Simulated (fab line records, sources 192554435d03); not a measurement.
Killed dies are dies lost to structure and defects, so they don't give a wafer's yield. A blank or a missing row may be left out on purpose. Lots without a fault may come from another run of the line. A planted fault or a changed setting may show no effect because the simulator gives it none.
fab line records | flow n5_finfet | part 1 of 2: steps 1 to 4 of 6
record lots=21 wafers=63 last_day=17
route steps=1938 shown BEOL_M7@1299 BEOL_M8@1377 BEOL_M9@1404
lots that met no fault: from a run of the same line without faults
start_h: hours from the record's first day to the start of the lot's first wafer shown | wait_h: hours since the lot's step before | " the same as in the row above | L1.1+2: a row that stands for several wafers | - no value, or no start given | * or withheld: withheld | < > ~ a bound
route shown NAME@n: a module of which the file shows steps, and the number in the route of the first | usual: mean/standard deviation of fault-free wafers | same: alike in all rows | chamber/n: place in a boat | sites: the reading at each site | _std_site: their standard deviation | _edge_site: outer sites' mean less inner sites' | radius_mm: how far each site lies from the wafer's centre | mask NAME#n: copy n | behind: the tool/chamber that last shaped the wafer | hold: why the lot was held/for how many hours/how that ended | device: the transistor (n, p or np) that didn't switch | end of line: the same wafers' tests at the end of the route | a step without rows: its recipe alone | killed: dies lost to structure and defects at the first sort, not the wafer's yield | map: a wafer's dies, x killed, . not, _ none there
set.NAME: the setting as run; set.NAME@STEP: as run at that earlier step | model.NAME: the simulator's own value behind a step, which no gauge read
steps of the route over a sample of lots; a table a step, a row a wafer
services: from which hour (start_h, from the record's first day; less than 0 if before it) a tool's chamber was out of use, for how many hours, and why
## steps
# step N5_BEOL_M7_DESCUM_33
# recipe chemistry=O2 time_s=7 source_power_w=50 bias_power_w=20 pressure_mtorr=20 rf_frequency_hz=2.712e+07 temp_c=40 resist=CAR-EUV o2_flow_sccm=225
# usual drypump_motor_current_A=5.8/0.57 oes_product_au=0.79/0.09 rf_vpp_V=243.5/1.6 showerhead_plenum_p_Torr=2.11/0.084 throttle_valve_pct=20.39/0.17
# columns lot.wafer tool chamber start_h wait_h drypump_motor_current_A oes_product_au rf_hours_counter_h rf_vpp_V showerhead_plenum_p_Torr throttle_valve_pct
L074.3 rie_diel-03 2 193.44 0.0 5.5 0.73 189 245.1 2.07 20.52
L074.4 " 1 " " 6.1 0.74 145 243.9 2.19 20.58
L074.5 " 3 " " 6.4 0.92 - 244.4 2.24 20.11
L075.1 rie_diel-03 2 200.39 0.2 5.5 0.73 192 243.2 2.07 20.53
L075.3 " 0 " " 5.2 0.73 172 242.5 2.00 20.30
L075.6 " 1 " " 6.1 0.74 - 244.8 2.19 20.58
L079.1 rie_diel-03 2 224.13 1.5 5.5 0.72 201 243.4 2.07 20.52
L079.4 " 0 " " 5.1 0.73 180 241.5 2.00 20.30
L079.6 " 0 " " 5.1 0.73 - 242.2 2.00 20.29
L077.1 rie_diel-04 0 226.94 1.1 5.4 0.75 173 245.2 2.17 20.57
L077.3 " 2 " " 6.1 0.69 242 243.4 2.06 20.61
L077.6 " 0 " " 5.4 0.76 - 245.1 2.17 20.57
L078.1 rie_diel-04 1 227.42 0.6 5.4 0.91 23 244.6 2.13 20.30
L078.4 " 0 " " 5.4 0.76 173 244.4 2.17 20.57
L078.5 " 2 " " 6.1 0.70 - 241.7 2.06 20.62
L080.1 rie_diel-03 2 233.18 0.1 5.5 0.72 205 242.7 2.07 20.55
L080.3 " 3 " " 6.4 0.88 30 245.5 2.23 20.14
L080.5 " 0 " " 5.1 0.73 - 241.6 2.00 20.31
L081.1 rie_diel-03 1 244.73 0.0 6.1 0.72 163 243.5 2.19 20.58
L081.2 " 0 " " 5.1 0.72 188 239.8 2.00 20.31
L081.5 " 3 " " 6.4 0.88 - 246.4 2.23 20.15
L082.1 rie_diel-03 1 251.37 0.0 6.1 0.73 165 245.1 2.19 20.60
L082.5 " 2 " " 5.5 0.71 - 242.7 2.07 20.55
L082.6 " 1 " " 6.1 0.72 - 244.5 2.19 20.59
L083.4 rie_diel-03 1 258.18 0.0 6.1 0.72 167 244.9 2.19 20.61
L083.5 " 0 " " 5.1 0.72 - 242.1 2.00 20.32
L083.6 " 3 " " 6.4 0.87 - 245.8 2.23 20.14
L084.2 rie_diel-01 0 268.63 0.0 5.8 0.89 50 245.1 2.21 20.20
L084.4 " 3 " " 6.2 0.76 135 242.4 2.01 20.24
L084.5 " 0 " " 5.8 0.88 - 246.5 2.21 20.18
L086.1 rie_diel-03 0 270.83 0.1 5.1 0.71 195 241.5 2.00 20.32
L086.2 " 1 " " 6.1 0.70 170 244.1 2.18 20.58
L086.3 " 2 " " 5.5 0.71 215 243.2 2.06 20.55
L087.1 rie_diel-03 0 278.28 0.2 5.1 0.71 198 241.0 2.00 20.33
L087.2 " 3 " " 6.4 0.85 43 244.3 2.23 20.16
L087.6 " 2 " " 5.5 0.70 - 242.7 2.06 20.55
L088.1 rie_diel-04 3 278.72 0.3 6.8 0.66 245 240.6 1.97 20.27
L088.4 " 1 " " 5.4 0.88 37 242.2 2.12 20.30
L088.6 " 2 " " 6.1 0.97 - 243.0 2.06 20.26
L090.3 rie_diel-01 3 298.11 0.0 6.2 0.76 141 242.4 2.00 20.25
L090.4 " 2 " " 6.6 0.89 27 241.9 2.05 20.48
L090.5 " 0 " " 5.9 0.87 - 245.9 2.21 20.23
L089.2 rie_diel-01 0 298.57 0.0 5.8 0.87 59 246.3 2.21 20.21
L089.3 " 1 " " 4.7 0.88 35 244.3 2.13 20.38
L089.5 " 3 " " 6.2 0.75 - 241.5 2.00 20.25
L091.2 rie_diel-03 2 302.83 0.3 5.5 0.70 226 242.1 2.06 20.57
L091.4 " 2 " " 5.5 0.70 - 242.7 2.06 20.56
L091.6 " 1 " " 6.1 0.71 - 243.8 2.18 20.60
L092.2 rie_diel-03 1 306.05 0.3 6.1 0.71 183 244.6 2.18 20.63
L092.3 " 2 " " 5.5 0.70 228 242.1 2.06 20.57
L092.5 " 2 " " 5.5 0.70 - 242.9 2.06 20.58
L093.1 rie_diel-04 2 313.19 0.3 6.1 0.94 17 241.7 2.06 20.28
L093.4 " 0 " " 5.4 0.73 - 244.8 2.16 20.63
L093.6 " 2 " " 6.1 0.94 - 242.5 2.06 20.29
L094.1 rie_diel-01 0 315.12 0.2 5.9 0.87 64 245.9 2.21 20.22
L094.3 " 3 " " 6.2 0.75 147 241.8 2.00 20.25
L094.4 " 1 " " 4.7 0.88 40 243.6 2.12 20.38
L095.2 rie_diel-04 0 330.57 0.3 5.4 0.72 210 242.3 2.15 20.63
L095.3 " 1 " " 5.4 0.85 57 244.4 2.12 20.36
L095.4 " 3 " " 6.7 0.96 3 245.1 2.23 19.95
L096.3 rie_diel-01 2 330.61 0.0 6.6 0.88 37 242.2 2.05 20.51
L096.4 " 3 " " 6.2 0.74 151 241.9 2.00 20.26
L096.5 " 1 " " 4.7 0.87 - 243.7 2.12 20.38
# step N5_BEOL_M7_TRENCH_ETCH_37
# recipe chemistry=C4F6/O2 target_depth_a=934.78 target=SiCOH_lowk time_s=31.2 ion_energy_ev=250 pressure_mtorr=30 source_w=345 bias_w=185 Ar_flow_sccm=300 C4F6_flow_sccm=10 O2_flow_sccm=10
# usual drypump_motor_current_A=5.8/0.57 oes_product_au=0.79/0.091 rf_vpp_V=667/7.8 showerhead_plenum_p_Torr=2.87/0.11 throttle_valve_pct=20.89/0.18
# columns lot.wafer tool chamber start_h wait_h drypump_motor_current_A oes_product_au rf_hours_counter_h rf_vpp_V showerhead_plenum_p_Torr throttle_valve_pct
L074.3 rie_diel-03 2 - - 5.5 0.73 189 663 2.83 21.07
L074.4 " 1 " " 6.1 0.74 145 678 2.96 20.97
L074.5 " 3 " " 6.4 0.93 - 677 3.03 20.60
L075.1 rie_diel-03 2 - - 5.5 0.73 192 664 2.83 21.08
L075.3 " 0 " " 5.1 0.73 173 658 2.73 20.78
L075.6 " 1 " " 6.1 0.73 - 676 2.96 20.99
L079.1 rie_diel-03 2 - - 5.5 0.71 201 663 2.83 21.09
L079.4 " 0 " " 5.1 0.72 180 657 2.73 20.79
L079.6 " 0 " " 5.1 0.72 - 656 2.73 20.78
L077.1 rie_diel-04 0 - - 5.4 0.75 173 660 2.96 21.13
L077.3 " 2 " " 6.1 0.69 242 664 2.80 21.09
L077.6 " 0 " " 5.4 0.75 - 658 2.96 21.16
L078.1 rie_diel-04 1 - - 5.4 0.92 23 668 2.92 20.91
L078.4 " 0 " " 5.4 0.75 173 660 2.96 21.14
L078.5 " 2 " " 6.1 0.69 - 665 2.80 21.09
L080.1 rie_diel-03 2 - - 5.5 0.71 205 662 2.83 21.10
L080.3 " 3 " " 6.4 0.88 30 677 3.02 20.62
L080.5 " 0 " " 5.1 0.72 - 660 2.72 20.79
L081.1 rie_diel-03 1 - - 6.1 0.72 163 678 2.95 20.99
L081.2 " 0 " " 5.1 0.71 188 657 2.72 20.78
L081.5 " 3 " " 6.4 0.88 - 675 3.02 20.63
L082.1 rie_diel-03 1 - - 6.1 0.71 165 677 2.95 21.01
L082.5 " 2 " " 5.5 0.71 - 664 2.83 21.11
L082.6 " 1 " " 6.1 0.71 - 677 2.95 21.01
L083.4 rie_diel-03 1 - - 6.1 0.71 167 677 2.95 21.00
L083.5 " 0 " " 5.1 0.71 - 657 2.72 20.81
L083.6 " 3 " " 6.5 0.87 - 677 3.02 20.62
L084.2 rie_diel-01 0 - - 5.8 0.90 50 656 3.00 20.68
L084.4 " 3 " " 6.2 0.76 135 677 2.74 20.75
L084.5 " 0 " " 5.9 0.89 - 656 3.00 20.67
L086.1 rie_diel-03 0 - - 5.1 0.71 196 655 2.72 20.80
L086.2 " 1 " " 6.1 0.72 170 677 2.95 21.02
L086.3 " 2 " " 5.5 0.71 215 663 2.82 21.12
L087.1 rie_diel-03 0 - - 5.1 0.72 198 657 2.72 20.80
L087.2 " 3 " " 6.4 0.86 43 676 3.02 20.63
L087.6 " 2 " " 5.5 0.71 - 665 2.82 21.12
L088.1 rie_diel-04 3 - - 6.8 0.66 245 657 2.69 20.75
L088.4 " 1 " " 5.4 0.89 37 668 2.91 20.95
L088.6 " 2 " " 6.1 0.98 - 664 2.80 20.74
L090.3 rie_diel-01 3 - - 6.2 0.75 141 678 2.74 20.78
L090.4 " 2 " " 6.6 0.89 27 665 2.79 20.97
L090.5 " 0 " " 5.9 0.86 - 654 2.99 20.65
L089.2 rie_diel-01 0 - - 5.8 0.87 59 655 2.99 20.67
L089.3 " 1 " " 4.7 0.87 35 669 2.91 20.96
L089.5 " 3 " " 6.2 0.75 - 678 2.74 20.77
L091.2 rie_diel-03 2 - - 5.5 0.71 226 661 2.82 21.12
L091.4 " 2 " " 5.5 0.71 - 662 2.82 21.13
L091.6 " 1 " " 6.1 0.70 - 677 2.94 21.02
L092.2 rie_diel-03 1 - - 6.1 0.71 183 678 2.94 21.02
L092.3 " 2 " " 5.5 0.71 228 663 2.82 21.14
L092.5 " 2 " " 5.5 0.71 - 662 2.82 21.13
L093.1 rie_diel-04 2 - - 6.1 0.94 17 665 2.79 20.75
L093.4 " 0 " " 5.4 0.73 - 657 2.94 21.17
L093.6 " 2 " " 6.1 0.94 - 664 2.79 20.76
L094.1 rie_diel-01 0 - - 5.9 0.87 65 656 2.99 20.68
L094.3 " 3 " " 6.3 0.75 147 678 2.73 20.78
L094.4 " 1 " " 4.7 0.88 41 668 2.90 20.97
L095.2 rie_diel-04 0 - - 5.4 0.73 210 658 2.94 21.20
L095.3 " 1 " " 5.4 0.87 57 668 2.90 20.99
L095.4 " 3 " " 6.7 0.97 3 667 3.03 20.44
L096.3 rie_diel-01 2 - - 6.5 0.88 38 663 2.78 20.97
L096.4 " 3 " " 6.2 0.74 151 675 2.73 20.79
L096.5 " 1 " " 4.7 0.87 - 667 2.90 20.98
# step N5_BEOL_M7_CURE_75
# recipe temp_c=370 time_s=120 ambient=DMADMS/He material=SiCOH_lowk
# usual lamp_power_pct=52.31/0.055 wafer_temp_C_max=371.4/0.41
# columns lot.wafer tool chamber start_h wait_h lamp_power_pct wafer_temp_C_max
L074.3 uv_cure-02 2 194.28 0.2 52.29 371.2
L074.4 " 2 " " 52.36 371.0
L074.5 " 2 " " 52.38 371.9
L075.1 uv_cure-03 2 201.81 0.8 52.30 371.0
L075.3 " 2 " " 52.32 371.0
L075.6 " 2 " " 52.22 371.0
L079.1 uv_cure-03 1 224.75 0.0 52.38 371.4
L079.4 " 1 " " 52.30 371.4
L079.6 " 1 " " 52.30 371.0
L077.1 uv_cure-01 0 227.57 0.0 52.30 372.5
L077.3 " 0 " " 52.36 371.8
L077.6 " 0 " " 52.31 372.4
L078.1 uv_cure-03 1 228.04 0.0 52.28 370.9
L078.4 " 1 " " 52.27 371.0
L078.5 " 1 " " 52.28 371.1
L080.1 uv_cure-03 0 233.80 0.0 52.41 371.3
L080.3 " 0 " " 52.32 371.6
L080.5 " 0 " " 52.30 371.6
L081.1 uv_cure-03 0 245.36 0.0 52.29 372.5
L081.2 " 0 " " 52.28 371.6
L081.5 " 0 " " 52.49 371.6
L082.1 uv_cure-02 2 252.00 0.0 52.32 371.4
L082.5 " 2 " " 52.30 371.3
L082.6 " 2 " " 52.33 370.9
L083.4 uv_cure-01 2 258.96 0.2 52.37 371.4
L083.5 " 2 " " 52.43 371.3
L083.6 " 2 " " 52.32 371.6
L084.2 uv_cure-01 2 269.30 0.1 52.28 370.9
L084.4 " 2 " " 52.29 371.0
L084.5 " 2 " " 52.32 371.4
L086.1 uv_cure-02 2 271.45 0.0 52.28 371.1
L086.2 " 2 " " 52.33 371.1
L086.3 " 2 " " 52.31 371.2
L087.1 uv_cure-02 2 279.36 0.5 52.30 370.9
L087.2 " 2 " " 52.29 371.4
L087.6 " 2 " " 52.30 371.3
L088.1 uv_cure-01 1 279.74 0.4 52.38 372.0
L088.4 " 1 " " 52.28 370.8
L088.6 " 1 " " 52.31 371.0
L090.3 uv_cure-01 2 298.95 0.2 52.24 372.1
L090.4 " 2 " " 52.41 371.6
L090.5 " 2 " " 52.24 372.1
L089.2 uv_cure-03 0 299.35 0.2 52.33 371.4
L089.3 " 0 " " 52.35 371.8
L089.5 " 0 " " 52.27 371.9
L091.2 uv_cure-01 2 303.55 0.1 52.29 371.7
L091.4 " 2 " " 52.30 371.8
L091.6 " 2 " " 52.33 371.7
L092.2 uv_cure-01 0 306.79 0.1 52.35 372.3
L092.3 " 0 " " 52.19 371.9
L092.5 " 0 " " 52.28 372.6
L093.1 uv_cure-01 2 313.81 0.0 52.25 371.0
L093.4 " 2 " " 52.27 370.9
L093.6 " 2 " " 52.21 370.8
L094.1 uv_cure-03 2 315.75 0.0 52.31 371.6
L094.3 " 2 " " 52.31 371.5
L094.4 " 2 " " 52.37 371.2
L095.2 uv_cure-02 0 331.30 0.1 52.30 371.4
L095.3 " 0 " " 52.37 371.0
L095.4 " 0 " " 52.38 370.9
L096.3 uv_cure-01 2 331.33 0.1 52.41 371.6
L096.4 " 2 " " 52.35 371.0
L096.5 " 2 " " 52.22 371.3
# step N5_BEOL_M8_TRENCH_ETCH_37
# recipe chemistry=C4F6/O2 target_depth_a=934.78 target=SiCOH_lowk time_s=31.2 ion_energy_ev=250 pressure_mtorr=30 source_w=345 bias_w=185 Ar_flow_sccm=300 C4F6_flow_sccm=10 O2_flow_sccm=10
# usual drypump_motor_current_A=5.7/0.49 oes_product_au=0.79/0.084 rf_vpp_V=670/6.9 showerhead_plenum_p_Torr=2.88/0.1 throttle_valve_pct=20.89/0.24
# columns lot.wafer tool chamber start_h wait_h drypump_motor_current_A oes_product_au rf_hours_counter_h rf_vpp_V showerhead_plenum_p_Torr throttle_valve_pct
L074.3 rie_diel-05 3 - - 4.9 0.70 205 671 2.93 20.95
L074.4 " 2 " " 5.6 0.90 18 671 3.02 20.75
L074.5 " 3 " " 4.9 0.69 - 672 2.93 20.98
L075.1 rie_diel-02 3 - - 5.7 0.66 247 670 2.80 20.96
L075.3 " 0 " " 6.4 0.74 186 669 2.83 20.71
L075.6 " 2 " " 5.9 0.72 - 680 2.93 20.82
L079.1 rie_diel-06 1 - - 5.9 0.93 20 674 3.02 21.14
L079.4 " 2 " " 5.1 0.71 205 666 2.71 21.27
L079.6 " 0 " " 5.8 0.67 - 655 2.79 21.27
L078.1 rie_diel-05 2 - - 5.5 0.85 31 670 3.01 20.76
L078.4 " 3 " " 4.9 0.68 217 670 2.93 20.97
L078.5 " 0 " " 5.9 0.87 - 662 2.77 20.54
L077.1 rie_diel-06 0 - - 5.8 0.67 247 654 2.79 21.28
L077.3 " 1 " " 5.9 0.93 22 673 3.02 21.13
L077.6 " 2 " " 5.1 0.70 - 665 2.71 21.26
L080.1 rie_diel-06 1 - - 5.9 0.92 23 675 3.02 21.14
L080.3 " 0 " " 5.9 0.67 249 653 2.79 21.28
L080.5 " 3 " " 5.7 0.85 - 676 3.00 20.81
L081.1 rie_diel-02 2 - - 5.9 0.70 220 679 2.92 20.84
L081.2 " 0 " " 6.4 0.72 202 671 2.82 20.74
L081.5 " 1 " " 6.6 0.79 - 669 2.97 20.60
L082.1 rie_diel-02 3 - - 5.8 0.94 7 669 2.79 20.59
L082.5 " 1 " " 6.5 0.78 - 669 2.97 20.61
L082.6 " 2 " " 5.9 0.70 - 679 2.92 20.83
L083.4 rie_diel-05 0 - - 5.9 0.86 - 662 2.77 20.54
L083.5 " 3 " " 4.9 0.68 - 669 2.92 20.99
L083.6 " 2 " " 5.5 0.84 - 670 3.01 20.78
L084.2 rie_diel-05 3 - - 4.9 0.67 232 671 2.92 21.01
L084.4 " 2 " " 5.5 0.84 47 671 3.01 20.77
L084.5 " 3 " " 4.9 0.67 - 670 2.92 21.00
L086.1 rie_diel-02 0 - - 6.4 0.71 211 672 2.82 20.74
L086.2 " 2 " " 5.9 0.69 229 679 2.92 20.86
L086.3 " 3 " " 5.8 0.92 15 669 2.79 20.58
L087.1 rie_diel-05 1 - - 5.2 0.79 113 682 2.86 21.22
L087.2 " 0 " " 5.8 0.86 64 662 2.77 20.57
L087.6 " 0 " " 5.9 0.86 - 662 2.77 20.56
L088.1 rie_diel-06 0 - - 5.9 0.93 7 656 2.79 20.92
L088.4 " 2 " " 5.1 0.69 229 665 2.70 21.29
L088.6 " 1 " " 5.9 0.89 - 674 3.01 21.17
L090.3 rie_diel-05 2 - - 5.5 0.83 57 669 3.00 20.81
L090.4 " 3 " " 4.8 0.67 - 669 2.92 21.01
L090.5 " 1 " " 5.2 0.77 - 683 2.86 21.20
L089.2 rie_diel-06 2 - - 5.1 0.68 237 665 2.69 21.30
L089.3 " 1 " " 5.9 0.88 50 674 3.01 21.17
L089.5 " 3 " " 5.7 0.81 - 677 2.99 20.84
L091.2 rie_diel-05 3 - - 4.8 0.66 245 669 2.92 21.03
L091.4 " 2 " " 5.5 0.83 60 670 3.00 20.80
L091.6 " 2 " " 5.6 0.81 - 670 3.00 20.81
L092.2 rie_diel-06 2 - - 5.0 0.68 239 665 2.69 21.30
L092.3 " 1 " " 5.9 0.87 53 674 3.00 21.20
L092.5 " 2 " " 5.1 0.68 - 663 2.69 21.31
L093.1 rie_diel-06 1 - - 5.9 0.86 58 674 3.00 21.19
L093.4 " 2 " " 5.1 0.68 - 665 2.69 21.31
L093.6 " 0 " " 5.8 0.88 - 655 2.78 20.93
L094.1 rie_diel-02 3 - - 5.7 0.90 32 670 2.78 20.62
L094.3 " 1 " " 6.5 0.77 131 668 2.96 20.65
L094.4 " 2 " " 5.9 0.69 246 677 2.91 20.89
L096.3 rie_diel-05 2 - - 5.5 0.81 70 669 3.00 20.82
L096.4 " 0 " " 5.9 0.83 - 662 2.76 20.59
L096.5 " 1 " " 5.2 0.76 - 682 2.85 21.25
L095.2 rie_diel-05 2 - - 5.6 0.80 71 670 3.00 20.81
L095.3 " 0 " " 5.9 0.82 81 663 2.76 20.58
L095.4 " 1 " " 5.2 0.75 - 682 2.85 21.24
